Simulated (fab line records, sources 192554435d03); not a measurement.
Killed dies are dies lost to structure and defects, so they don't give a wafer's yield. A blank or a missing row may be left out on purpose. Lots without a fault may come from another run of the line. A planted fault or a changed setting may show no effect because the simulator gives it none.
One fault seen from 2 desks | flow n5_finfet | each desk has only its own numbers; what lay behind them comes last

THE TOOL OWNER'S DESK: rie_metal-02
The tool's own readings at N5_GATE_CUT_CUT_ETCH_53 (etches W in SF6/Cl2, target depth 79.2 nm): means of the sampled wafers that have a number, for each lot that ran on this tool. A lot is out of limits, marked OUT, if its mean lies more than 4 standard deviations from the usual mean; the brackets give that distance. Of its 8 readings 7 are shown: the one that was out of limits first, and those that lie furthest out on some lot.
Columns: A = bias_w at N5_GATE_CUT_CUT_ETCH_53, usual 79.94 W; B = chamber_pressure_mTorr at N5_GATE_CUT_CUT_ETCH_53, usual 8.001 mTorr; C = drypump_motor_current_A at N5_GATE_CUT_CUT_ETCH_53, usual 6.0 A; D = etch_rf_on_time_s at N5_GATE_CUT_CUT_ETCH_53, usual 26.1 s; E = oes_product_au at N5_GATE_CUT_CUT_ETCH_53, usual 0.67 a.u.; F = rf_fwd_power_W at N5_GATE_CUT_CUT_ETCH_53, usual 879 W; G = throttle_valve_pct at N5_GATE_CUT_CUT_ETCH_53, usual 28.8 %
lot  | first seen here | A     | B     | C   | D               | E    | F             | G
L574 | day 4 21:32     | 80.19 | 8.004 | 5.5 | 26.5            | 0.67 | 881           | 29.0
L578 | day 5 15:35     | 79.74 | 8.007 | 5.4 | 26.1            | 0.70 | 882           | 28.8
L584 | day 7 07:09     | 79.90 | 7.993 | 5.4 | 30.8 (+7.8) OUT | 0.61 | 737 (-42) OUT | 29.0
L586 | day 7 17:31     | 80.02 | 8.001 | 5.4 | 28.6 (+4.1) OUT | 0.66 | 811 (-20) OUT | 28.8
This desk's finding: out of limits on L584, L586; first on L584, day 7 07:09 (etch_rf_on_time_s at N5_GATE_CUT_CUT_ETCH_53). In limits: L574, L578.

THE METROLOGY DESK
What the gauges read, lot by lot, whatever tool the lot ran on: means of the sampled wafers that have a number. A lot is out of limits, marked OUT, if its mean lies more than 4 standard deviations from the usual mean; the brackets give that distance. Of its 10 readings 7 are shown: those that lie furthest out on some lot.
Columns: A = DIBL_N at N5_BEOL_M4_RC_MEAS_101, usual 37.7 mV/V; B = DIBL_P at N5_BEOL_M4_RC_MEAS_101, usual 37.7 mV/V; C = IOFF_P at N5_BEOL_M4_RC_MEAS_101, usual 0.23 nA/um; D = ION_N at N5_BEOL_M4_RC_MEAS_101, usual 681 uA/um; E = ION_P at N5_BEOL_M4_RC_MEAS_101, usual 463 uA/um; F = VT_N at N5_BEOL_M4_RC_MEAS_101, usual 248 mV; G = VT_P at N5_BEOL_M4_RC_MEAS_101, usual -249 mV
lot  | first seen here | A    | B    | C    | D   | E   | F   | G
L574 | day 12 07:17    | 38.4 | 38.9 | 0.28 | 677 | 465 | 247 | -243
L578 | day 12 14:16    | 38.3 | 38.1 | 0.20 | 671 | 450 | 250 | -253
L584 | day 14 11:06    | 34.9 | 35.9 | 0.20 | 685 | 465 | 248 | -250
L586 | day 14 15:04    | 38.3 | 36.9 | 0.22 | 680 | 459 | 246 | -251
L590 | day 15 22:14    | 36.8 | 38.1 | 0.22 | 668 | 455 | 253 | -252
L593 | day 16 18:10    | 35.9 | 35.8 | 0.20 | 680 | 464 | 250 | -252
L596 | day 17 05:06    | 38.0 | 37.4 | 0.25 | 684 | 466 | 246 | -248
L597 | day 17 18:26    | 35.6 | 35.2 | 0.23 | 676 | 466 | 249 | -247
This desk's finding: nothing out of limits on any of the 8 lots.

PUT TOGETHER
The tool owner's desk could have raised an alarm at day 7 07:09, on L584, L586.
The metrology desk saw nothing out of limits.
The metrology desk has L584, L586 on record, within its limits.
Of the lots named, all ran N5_GATE_CUT_CUT_ETCH_53 on rie_metal-02.

WHAT THE SIMULATOR HAD PUT IN
Process parameter drift: rie_metal-02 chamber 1, from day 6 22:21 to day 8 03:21, at N5_GATE_CUT_CUT_ETCH_53. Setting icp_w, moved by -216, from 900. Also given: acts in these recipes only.
Lots struck among those shown: L584, L586.
Hours from the fault's start to each desk's first reading out of limits: the tool owner's desk, 9.
